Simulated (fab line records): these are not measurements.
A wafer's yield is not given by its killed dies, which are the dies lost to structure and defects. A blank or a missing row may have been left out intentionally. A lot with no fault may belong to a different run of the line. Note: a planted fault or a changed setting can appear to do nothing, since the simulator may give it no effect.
Problem report in the 8D (eight disciplines) form, filled by code	flow nand-harc	the parts of the form that need people (team, actions taken, sign-off) are left out

## 1. THE ISSUE
Mean of wafer_temp_C_max at NHARC_A_CHANNEL_FILL_D2_RTA_24: 1020.4 over 3 wafers from 1 lot, against 1003.5 (standard deviation 0.8) on wafers with no fault. That is +21 standard deviations from the usual mean.
The step: time 5 s.
The first sign was on wafer L662.3 at day 19 02:59, on rtp-anneal-01. Wafers with a number at this step in the record: 33, from 11 lots. By rule, "out" or "out of limits" means more than 4 standard deviations away from the usual mean. The rest of the wafers with a number are treated as sound.

## 2. WHAT IT IS, WHAT IT ISN'T
question	is	is not
which readings at this step	wafer_temp_C_max	-
which lots	L662	L653, L655, L656, L658, L659, L661, L671, L673, L674, L675
which wafers of those lots	all that have a number	-
read on which tools	rtp-anneal-01	rtp-anneal-02
when	from day 19 02:59	up to then (18 sound wafers); but 12 sound wafers of L671, L673, L674, L675 came after

## 3. THE SUSPECTS, EACH WITH WHAT RULES IT OUT
Counting: a tool at any process step up to the reading remains a suspect when it ran all the lots that are out and ran no sound lot after the first of those.
- rie-diel-08 at NHARC_A_CHANNEL_HOLE_D2_ETCH_44 (etches the open film in CF4/O2, target depth 140 nm, overetch 14 nm, time 77 s): ruled out as a lasting fault. The sound lots L674 went through it after L662, its earliest lot that is out (day 17 02:29).
- rie-diel-08 at NHARC_A_CHANNEL_HOLE_D2_STRIP_28 (strips in O2): ruled out as a lasting fault. The sound lots L674 went through it after L662, its earliest lot that is out (day 19 02:59). NHARC_A_CHANNEL_HOLE_D2_STRIP_28: start missing for some lots; hours and lot order therefore follow NHARC_A_CHANNEL_FILL_D2_RTA_24.
- rtp-anneal-01 at NHARC_A_CHANNEL_FILL_D2_RTA_24 (time 5 s): ruled out as a lasting fault. The sound lots L671, L673, L675 went through it after L662, its earliest lot that is out (day 19 02:59).
Left after counting: nothing in the record.

## 4. THE CAUSE (what the simulator had put in)
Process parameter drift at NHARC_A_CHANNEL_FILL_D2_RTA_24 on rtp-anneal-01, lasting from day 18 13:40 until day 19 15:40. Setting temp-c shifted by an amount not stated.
Counting ruled it out, wrongly.

## 5. THE CHAIN OF EFFECTS, in route order
One row per reading whose mean, taken over the struck wafers that have a number, lies over 3 standard deviations from the usual. Only readings for which the record gives a usual standard deviation are gone through. hours: the time from each lot's start at the first step in this table that gives one to its start at this step, as a median over the lots. sigmas: the change in usual standard deviations.
hours	step	reading	usual	on struck wafers	change	sigmas
0	NHARC_A_CHANNEL_FILL_D2_RTA_24	lamp-power-pct	30.2 %	32.5	+2.3	+3.3
0	NHARC_A_CHANNEL_FILL_D2_RTA_24	lamp_zone_1_pct	30.2 %	32.5	+2.3	+3.2
0	NHARC_A_CHANNEL_FILL_D2_RTA_24	lamp_zone_2_pct	30.2 %	32.5	+2.3	+3.3
0	NHARC_A_CHANNEL_FILL_D2_RTA_24	lamp_zone_3_pct	30.2 %	32.5	+2.3	+3.3
0	NHARC_A_CHANNEL_FILL_D2_RTA_24	lamp_zone_4_pct	30.2 %	32.5	+2.3	+3.3
0	NHARC_A_CHANNEL_FILL_D2_RTA_24	lamp_zone_5_pct	30.2 %	32.5	+2.3	+3.3
0	NHARC_A_CHANNEL_FILL_D2_RTA_24	lamp_zone_6_pct	30.2 %	32.4	+2.2	+3.2
0	NHARC_A_CHANNEL_FILL_D2_RTA_24	lamp_zone_7_pct	30.7 %	33.0	+2.3	+3.1
0	NHARC_A_CHANNEL_FILL_D2_RTA_24	wafer_temp_C_max	1003.5	1020.4	+16.9	+21
Process steps it contains:
- NHARC_A_CHANNEL_FILL_D2_RTA_24: time 5 s.
Later measuring or inspecting steps at which every struck wafer that the step has a row for has a number for every such reading, and none has moved that far: NHARC_A_CHANNEL_FILL_D2_INSPECT_13, NHARC_END_SORT_01.

## 6. HOW IT WOULD HAVE BEEN CAUGHT EARLIER
13 hours passed between the start of the fault at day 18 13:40 and the first reading out of limits in this record, taken at day 19 02:59.
